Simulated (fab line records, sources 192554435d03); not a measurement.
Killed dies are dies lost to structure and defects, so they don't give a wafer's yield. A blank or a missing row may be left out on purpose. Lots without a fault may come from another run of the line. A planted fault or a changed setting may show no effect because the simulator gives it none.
Chamber matching | flow n5_finfet | N5_BEOL_M9_ETCH_76 on rie_diel-06: 4 sister chambers
The step etches underlayer in N2/H2, target depth 6.5 nm, time 5.2 s. 8 wafers are shown with their chamber, then 10 later ones without.

WAFERS WITH THEIR CHAMBER
wafer  | chamber | drypump_motor_current_A (A) | etch_rf_on_time_s (s)
L082.4 | 0       | 6.5                         | 5.12
L087.2 | 0       | 6.4                         | 5.06
L087.3 | 2       | 6.7                         | 4.96
L091.2 | 1       | 5.8                         | 5.44
L091.4 | 3       | 5.6                         | 5.00
L091.5 | 3       | 5.6                         | 5.06
L092.1 | 2       | 6.7                         | 4.99
L092.2 | 1       | 5.8                         | 5.50

WAFERS WITHOUT THEIR CHAMBER
wafer  | drypump_motor_current_A (A) | etch_rf_on_time_s (s)
L092.3 | 6.4                         | 5.13
L094.2 | 6.4                         | 5.12
L094.3 | 5.8                         | 5.46
L094.4 | 6.4                         | 5.12
L093.1 | 5.6                         | 5.04
L093.2 | 5.8                         | 5.33
L093.4 | 5.6                         | 5.00
L095.3 | 5.8                         | 5.42
L095.4 | 6.7                         | 5.00
L095.5 | 6.7                         | 4.99

WHICH CHAMBER EACH WENT THROUGH
wafer  | from the rows above | in truth
L092.3 | 0                   | 0
L094.2 | 0                   | 0
L094.3 | 1                   | 1
L094.4 | 0                   | 0
L093.1 | 3                   | 3
L093.2 | 1                   | 1
L093.4 | 3                   | 3
L095.3 | 1                   | 1
L095.4 | 2                   | 2
L095.5 | 2                   | 2
Placed correctly: 10 of 10. Can't be placed from these rows: 0. Placed wrongly: 0.
How it was worked out, from the rows above alone: a wafer's distance from a chamber is the root of the sum, over the readings, of the square of ((its reading less the chamber's mean) divided by the reading's scatter). The wafer belongs to the nearest chamber; if the next one is less than 2 further off, it can't be placed. A chamber's mean is the mean of its shown wafers. The scatter: the root of (the sum of the squares of (reading less its chamber's mean) over the shown wafers, divided by (wafers less chambers)).
